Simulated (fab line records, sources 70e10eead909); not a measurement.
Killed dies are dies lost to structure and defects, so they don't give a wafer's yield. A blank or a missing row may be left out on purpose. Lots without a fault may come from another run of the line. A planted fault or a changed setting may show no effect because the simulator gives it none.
fab line records | flow nand_harc
record lots=6 wafers=18 last_day=33
route steps=1302 shown P_M1@291
lots that met no fault: from a run of the same line without faults
start_h: hours from the record's first day to the start of the lot's first wafer shown | wait_h: hours since the lot's step before | " the same as in the row above | L1.1+2: a row that stands for several wafers | - no value, or no start given | * or withheld: withheld | < > ~ a bound
route shown NAME@n: a module of which the file shows steps, and the number in the route of the first | usual: mean/standard deviation of fault-free wafers | same: alike in all rows | chamber/n: place in a boat | sites: the reading at each site | _std_site: their standard deviation | _edge_site: outer sites' mean less inner sites' | radius_mm: how far each site lies from the wafer's centre | mask NAME#n: copy n | behind: the tool/chamber that last shaped the wafer | hold: why the lot was held/for how many hours/how that ended | device: the transistor (n, p or np) that didn't switch | end of line: the same wafers' tests at the end of the route | a step without rows: its recipe alone | killed: dies lost to structure and defects at the first sort, not the wafer's yield | map: a wafer's dies, x killed, . not, _ none there
set.NAME: the setting as run; set.NAME@STEP: as run at that earlier step | model.NAME: the simulator's own value behind a step, which no gauge read
lots at some steps of the route; a table a step, a row a wafer
services: from which hour (start_h, from the record's first day; less than 0 if before it) a tool's chamber was out of use, for how many hours, and why
## steps
# step NHARC_P_M1_EBR_05
# step NHARC_P_M1_EXPOSE_06
# recipe na=1.35 target_cd_nm=130 dose_mj=81.88 mask_id=P_M1
# step NHARC_P_M1_PEB_07
# recipe peb_temp_c=100 peb_time_s=65
# step NHARC_P_M1_DEVELOP_08
# recipe develop_time_s=35 dev_temp_c=23
# step NHARC_P_M1_CD_MEAS_09
# recipe target_cd_nm=130 landing_energy_ev=500
# usual cd_nm=130.1/0.62
# columns lot.wafer tool chamber start_h wait_h cd_nm
L618.2 cd_sem-01 0 165.72 - 129.7
L618.5 " 0 " " 129.8
L618.6 " 0 " " 129.7
L626.1 cd_sem-03 0 249.40 - 130.8
L626.3 " 0 " " 130.4
L626.4 " 0 " " 130.4
L627.1 cd_sem-03 0 261.67 - 130.0
L627.4 " 0 " " 129.7
L627.5 " 0 " " 128.8
L629.1 cd_sem-03 0 274.47 - 129.3
L629.2 " 0 " " 129.6
L629.5 " 0 " " 130.1
L636.1 cd_sem-03 0 352.56 - 130.0
L636.2 " 0 " " 130.8
L636.3 " 0 " " 131.3
L637.1 cd_sem-03 0 353.53 - 129.8
L637.3 " 0 " " 129.8
L637.5 " 0 " " 129.4
# step NHARC_P_M1_OVL_MEAS_10
# recipe pitch_nm=260
# usual overlay_x_nm=0.2/0.95 overlay_y_nm=0.0/1
# columns lot.wafer tool chamber start_h wait_h overlay_x_nm overlay_y_nm
L618.2 overlay-02 - 165.81 - 1.0 -0.8
L618.5 " - " " 1.0 -0.9
L618.6 " - " " 1.1 -1.1
L626.1 overlay-02 - 249.49 - 0.5 -1.1
L626.3 " - " " 0.8 -0.7
L626.4 " - " " 0.6 -0.7
L627.1 overlay-01 - 261.76 - 0.0 -0.2
L627.4 " - " " 0.4 -0.3
L627.5 " - " " 0.4 0.1
L629.1 overlay-01 - 274.56 - -0.1 1.9
L629.2 " - " " -0.8 1.3
L629.5 " - " " 0.1 1.6
L636.1 overlay-02 - 352.65 - 0.0 0.8
L636.2 " - " " -0.4 0.3
L636.3 " - " " -0.2 1.0
L637.1 overlay-02 - 353.62 - 0.3 -0.1
L637.3 " - " " 0.1 -0.4
L637.5 " - " " 0.2 -0.2
# step NHARC_P_M1_INSPECT_11
# usual raw_defect_count=4.4/2.8
# columns lot.wafer tool chamber start_h wait_h raw_defect_count
L618.2 defect_inspect-02 - 165.84 0.0 5
L618.5 " - " " 5
L618.6 " - " " 4
L626.1 defect_inspect-02 - 249.53 0.0 3
L626.3 " - " " 4
L626.4 " - " " 2
L627.1 defect_inspect-01 - 261.79 0.0 3
L627.4 " - " " 2
L627.5 " - " " 3
L629.1 defect_inspect-02 - 274.60 0.0 11
L629.2 " - " " 5
L629.5 " - " " 3
L636.1 defect_inspect-01 - 352.68 0.0 4
L636.2 " - " " 0
L636.3 " - " " 3
L637.1 defect_inspect-01 - 353.65 0.0 11
L637.3 " - " " 3
L637.5 " - " " 6
# step NHARC_P_M1_DESCUM_14
# recipe time_s=3 o2_flow_sccm=200 ar_flow_sccm=0 bias_power_w=0 chemistry=O2
# usual drypump_motor_current_A=5.5/0.4 oes_product_au=1.002/0.0083 rf_vpp_V=57.7/0.92 showerhead_plenum_p_Torr=1.90/0.09 throttle_valve_pct=11.311/0.009
# columns lot.wafer tool chamber start_h wait_h drypump_motor_current_A oes_product_au rf_hours_counter_h rf_vpp_V showerhead_plenum_p_Torr throttle_valve_pct
L618.2 rie_diel-12 2 165.91 0.1 4.8 1.009 3 57.2 1.96 11.315
L618.5 " 1 " " 5.5 1.002 - 56.7 1.88 11.297
L618.6 " 2 " " 4.8 1.011 - 57.0 1.96 11.304
L626.1 rie_diel-12 0 249.59 0.1 5.8 0.999 9 59.2 2.01 11.304
L626.3 " 2 " " 4.8 0.997 8 57.4 1.96 11.313
L626.4 " 3 " " 5.3 0.996 9 57.7 1.79 11.305
L627.1 rie_diel-12 1 261.86 0.1 5.6 1.006 8 57.7 1.88 11.320
L627.4 " 3 " " 5.3 1.000 9 57.9 1.79 11.325
L627.5 " 1 " " 5.5 1.008 - 57.3 1.88 11.301
L629.2 rie_diel-06 2 274.67 0.1 5.8 0.994 12 59.5 2.03 11.311
L629.1 " 0 " " 6.4 0.985 11 56.8 1.78 11.312
L629.5 " 2 " " 5.8 1.008 - 57.8 2.03 11.299
L636.2 rie_diel-12 3 352.77 0.1 5.2 1.003 5 57.2 1.78 11.315
L636.3 " 1 " " 5.5 0.992 3 56.9 1.88 11.311
L636.1 " 2 " " 4.8 1.005 5 58.3 1.96 11.322
L637.1 rie_diel-12 2 353.72 0.1 4.8 0.998 5 58.0 1.96 11.314
L637.3 " 3 " " 5.3 1.012 5 57.3 1.78 11.318
L637.5 " 3 " " 5.3 1.016 - 58.7 1.78 11.305
# step NHARC_P_M1_ETCH_35
# recipe target_depth_a=400 overetch_a=120 time_s=43.94 ion_energy_ev=200 n2_flow_sccm=150 h2_flow_sccm=150 ar_flow_sccm=0 rf_w=400 bias_w=150 chemistry=N2/H2
# usual bias_w=150.0/0.48 drypump_motor_current_A=5.5/0.41 oes_product_au=1.001/0.0082 rf_vpp_V=430.2/3 showerhead_plenum_p_Torr=2.03/0.097 throttle_valve_pct=14.171/0.0092
# columns lot.wafer tool chamber start_h wait_h bias_w drypump_motor_current_A oes_product_au rf_hours_counter_h rf_vpp_V showerhead_plenum_p_Torr throttle_valve_pct
L618.2 rie_diel-12 2 166.01 0.1 150.2 4.8 1.012 3 432.1 2.09 14.167
L618.6 " 3 " " 150.2 5.3 0.999 - 426.6 1.90 14.162
L618.5 " 0 " " 149.5 5.8 1.001 - 432.2 2.14 14.187
L626.3 rie_diel-12 0 249.67 0.1 149.4 5.8 1.002 9 433.9 2.14 14.164
L626.1 " 1 " " 150.3 5.5 1.002 8 429.8 2.01 14.180
L626.4 " 3 " " 150.2 5.3 1.006 9 426.0 1.90 14.172
L627.4 rie_diel-12 3 261.95 0.1 149.8 5.3 0.993 9 427.4 1.90 14.182
L627.1 " 0 " " 149.6 5.8 0.990 10 433.4 2.14 14.168
L627.5 " 2 " " 150.0 4.8 0.995 - 433.0 2.09 14.197
L629.2 rie_diel-06 2 274.75 0.1 150.1 5.8 1.004 12 432.1 2.17 14.170
L629.1 " 3 " " 150.3 5.3 1.000 11 431.0 2.05 14.170
L629.5 " 2 " " 150.7 5.8 1.008 - 434.7 2.17 14.179
L636.2 rie_diel-12 1 352.85 0.1 150.1 5.5 1.002 3 431.2 2.00 14.167
L636.1 " 3 " " 149.7 5.3 1.009 5 426.2 1.90 14.170
L636.3 " 0 " " 149.2 5.8 1.006 4 433.6 2.14 14.162
L637.1 rie_diel-12 3 353.81 0.1 149.7 5.3 1.011 5 426.4 1.90 14.162
L637.3 " 0 " " 150.7 5.8 1.000 4 434.1 2.14 14.159
L637.5 " 2 " " 150.0 4.8 0.994 - 430.5 2.09 14.169
# step NHARC_P_M1_ETCH_15
# recipe target_depth_a=1825 time_s=91.2 c4f8_flow_sccm=withheld ar_flow_sccm=400 rf_w=600 bias_w=300 chemistry=C4F8/Ar
# usual bias_w=300.0/0.85 oes_product_au=0.955/0.022 rf_vpp_V=440.7/2.7
# columns lot.wafer tool chamber start_h wait_h bias_w oes_product_au rf_hours_counter_h rf_vpp_V
L618.2 rie_diel-12 1 - - 300.3 0.973 3 440.0
L618.5 " 2 " " 301.2 0.973 - 441.7
L618.6 " 3 " " 300.0 0.988 - 436.8
L626.4 rie_diel-12 1 - - 299.8 0.929 8 439.6
L626.1 " 3 " " 301.0 0.921 9 437.6
L626.3 " 0 " " 299.7 0.924 9 443.8
L627.1 rie_diel-12 2 - - 302.5 0.976 9 443.4
L627.4 " 3 " " 300.1 0.978 9 436.2
L627.5 " 1 " " 299.3 0.969 - 439.5
L629.2 rie_diel-06 3 - - 300.2 0.993 11 442.0
L629.1 " 1 " " 299.2 0.972 13 437.3
L629.5 " 3 " " 299.3 0.989 - 442.1
L636.1 rie_diel-12 2 - - 300.9 0.917 5 444.1
L636.2 " 3 " " 300.7 0.933 5 436.7
L636.3 " 0 " " 300.0 0.919 4 443.0
L637.1 rie_diel-12 2 - - 299.0 0.949 5 441.3
L637.3 " 3 " " 300.0 0.958 5 437.1
L637.5 " 0 " " 301.4 0.952 - 443.5
# step NHARC_P_M1_CD_MEAS_16
# usual cd_nm=130.1/0.82
# columns lot.wafer tool chamber start_h wait_h cd_nm
L618.2 cd_sem-01 - 166.21 - 130.1
L618.5 " - " " 130.3
L618.6 " - " " 130.3
L626.1 cd_sem-03 - 249.89 - 130.1
L626.3 " - " " 131.1
L626.4 " - " " 130.6
L627.1 cd_sem-03 - 262.16 - 130.9
L627.4 " - " " 129.9
L627.5 " - " " 129.2
L629.1 cd_sem-03 - 274.96 - 129.4
L629.2 " - " " 130.1
L629.5 " - " " 130.0
L636.1 cd_sem-01 - 353.07 - 130.7
L636.2 " - " " 129.7
L636.3 " - " " 130.5
L637.1 cd_sem-02 - 354.02 - 130.4
L637.3 " - " " 130.0
L637.5 " - " " 129.6
# step NHARC_P_M1_STRIP_18
# recipe power_w=1000 n2_flow_sccm=150 h2_flow_sccm=150 ar_flow_sccm=0 bias_w=0 chemistry=N2/H2
# usual drypump_motor_current_A=5.6/0.43 oes_product_au=1.003/0.0096 rf_vpp_V=90.5/1.1 showerhead_plenum_p_Torr=2.02/0.11 throttle_valve_pct=14.171/0.0085
# same bias_w=0
# columns lot.wafer tool chamber start_h wait_h drypump_motor_current_A oes_product_au rf_hours_counter_h rf_vpp_V showerhead_plenum_p_Torr throttle_valve_pct
L618.2 rie_diel-06 2 166.36 0.1 5.8 1.010 3 91.1 2.17 14.163
L618.6 " 3 " " 5.3 1.011 - 90.4 2.05 14.165
L618.5 " 0 " " 6.4 0.995 - 91.2 1.90 14.183
L626.1 rie_diel-06 2 249.97 0.1 5.8 1.010 10 90.4 2.17 14.168
L626.4 " 0 " " 6.4 0.992 9 88.7 1.89 14.180
L626.3 " 1 " " 5.5 1.006 10 89.1 1.89 14.176
L627.4 rie_diel-06 3 262.23 0.1 5.3 1.019 9 90.6 2.05 14.171
L627.1 " 1 " " 5.6 1.020 11 89.8 1.89 14.183
L627.5 " 3 " " 5.3 1.008 - 90.8 2.05 14.172
L629.2 rie_diel-06 2 275.09 0.1 5.8 0.999 12 89.8 2.17 14.160
L629.1 " 3 " " 5.3 1.005 11 89.5 2.05 14.160
L629.5 " 1 " " 5.6 1.008 - 90.6 1.89 14.169
L636.1 rie_diel-06 3 353.15 0.1 5.3 1.008 4 90.6 2.05 14.165
L636.3 " 1 " " 5.5 0.997 4 90.4 1.89 14.177
L636.2 " 2 " " 5.8 1.006 4 92.1 2.17 14.178
L637.3 rie_diel-06 0 354.16 0.1 6.4 1.007 4 90.2 1.89 14.180
L637.1 " 1 " " 5.6 1.008 4 90.5 1.89 14.168
L637.5 " 3 " " 5.3 1.010 - 91.8 2.05 14.171
# step NHARC_P_M1_ETCH_28
# recipe target_depth_a=300 over_etch_frac=0.3 time_s=72.99 ion_energy_ev=150 cf4_flow_sccm=50 n2_flow_sccm=100 ar_flow_sccm=150 rf_w=300 bias_w=100 chemistry=CF4/N2
# usual bias_w=99.99/0.28 drypump_motor_current_A=5.6/0.41 oes_product_au=1.001/0.0091 rf_vpp_V=313.9/2.3 showerhead_plenum_p_Torr=2.60/0.13 throttle_valve_pct=19.794/0.009
# columns lot.wafer tool chamber start_h wait_h bias_w drypump_motor_current_A oes_product_au rf_hours_counter_h rf_vpp_V showerhead_plenum_p_Torr throttle_valve_pct
L618.2 rie_diel-06 2 166.53 - 100.45 5.8 1.010 3 316.7 2.78 19.801
L618.6 " 1 " " 100.08 5.6 1.006 - 310.8 2.45 19.798
L618.5 " 2 " " 100.12 5.8 1.002 - 316.6 2.78 19.796
L626.1 rie_diel-06 1 250.21 - 99.71 5.6 1.009 10 311.4 2.45 19.798
L626.4 " 2 " " 99.76 5.8 1.013 10 316.5 2.78 19.774
L626.3 " 3 " " 99.76 5.2 1.015 9 314.6 2.64 19.775
L627.1 rie_diel-06 2 262.48 - 100.14 5.8 0.997 11 316.5 2.78 19.808
L627.4 " 1 " " 99.37 5.6 0.835 11 312.0 2.45 19.793
L627.5 " 3 " " 99.74 5.3 1.000 - 316.1 2.64 19.789
L629.1 rie_diel-06 1 275.28 - 100.05 5.6 1.009 13 312.4 2.45 19.801
L629.2 " 2 " " 100.15 5.8 0.830 12 316.9 2.78 19.801
L629.5 " 2 " " 99.80 5.8 1.004 - 316.9 2.78 19.799
L636.1 rie_diel-06 3 353.39 - 99.81 5.3 1.008 4 314.4 2.64 19.798
L636.2 " 0 " " 100.05 6.4 0.996 4 311.1 2.45 19.804
L636.3 " 1 " " 100.36 5.6 1.008 4 309.8 2.44 19.797
L637.1 rie_diel-06 0 354.35 - 100.19 6.4 1.010 4 310.7 2.45 19.794
L637.3 " 2 " " 100.26 5.8 1.001 4 316.7 2.78 19.788
L637.5 " 0 " " 99.89 6.4 1.004 - 310.5 2.45 19.774
# step NHARC_P_M1_STRIP_19
# recipe time_s=600 temp_c=30 chemistry=post_etch_residue_remover
## services
# columns tool chamber start_h hours kind
rie_diel-12 0 149.40 - clean
rie_diel-12 1 149.40 - clean
rie_diel-12 2 149.40 - clean
rie_diel-12 3 149.40 - clean
rie_diel-06 0 154.93 4.5 repair
rie_diel-06 0 163.70 - clean
rie_diel-06 1 163.70 - clean
rie_diel-06 2 163.70 - clean
rie_diel-06 3 163.70 - clean
rie_diel-12 0 173.90 - clean
rie_diel-12 1 173.90 - clean
rie_diel-12 2 173.90 - clean
rie_diel-12 3 173.90 - clean
rie_diel-06 0 188.21 - clean
rie_diel-06 1 188.21 - clean
rie_diel-06 2 188.21 - clean
rie_diel-06 3 188.21 - clean
rie_diel-12 0 198.40 - clean
rie_diel-12 1 198.40 - clean
rie_diel-06 3 199.18 2.7 repair
rie_diel-12 0 233.15 14.6 repair
rie_diel-12 - 268.40 9.0 pm
rie_diel-12 1 280.85 24.9 repair
rie_diel-06 - 307.20 9.0 pm
## key
first_sign step=NHARC_P_M1_ETCH_28 reading=oes_product_au direction=down sigmas=19 usual=1.001 struck=0.832
effect none on later readings
met_at NHARC_P_M1_ETCH_28
struck_wafers L627.4,L629.2
sort_left_out L627.4,L629.2
onset_between 250.21 262.48
fault kind=process_parameter_drift tool=rie_diel-06 chamber=- onset_h=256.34 steps=NHARC_P_M1_ETCH_28 channel=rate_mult offset=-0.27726 shape=step end_h=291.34 scope=struck_wafers_only
# sort_left_out: the simulated sort isn't trusted on such a fault, so these wafers' sort isn't shown, and their yield isn't known
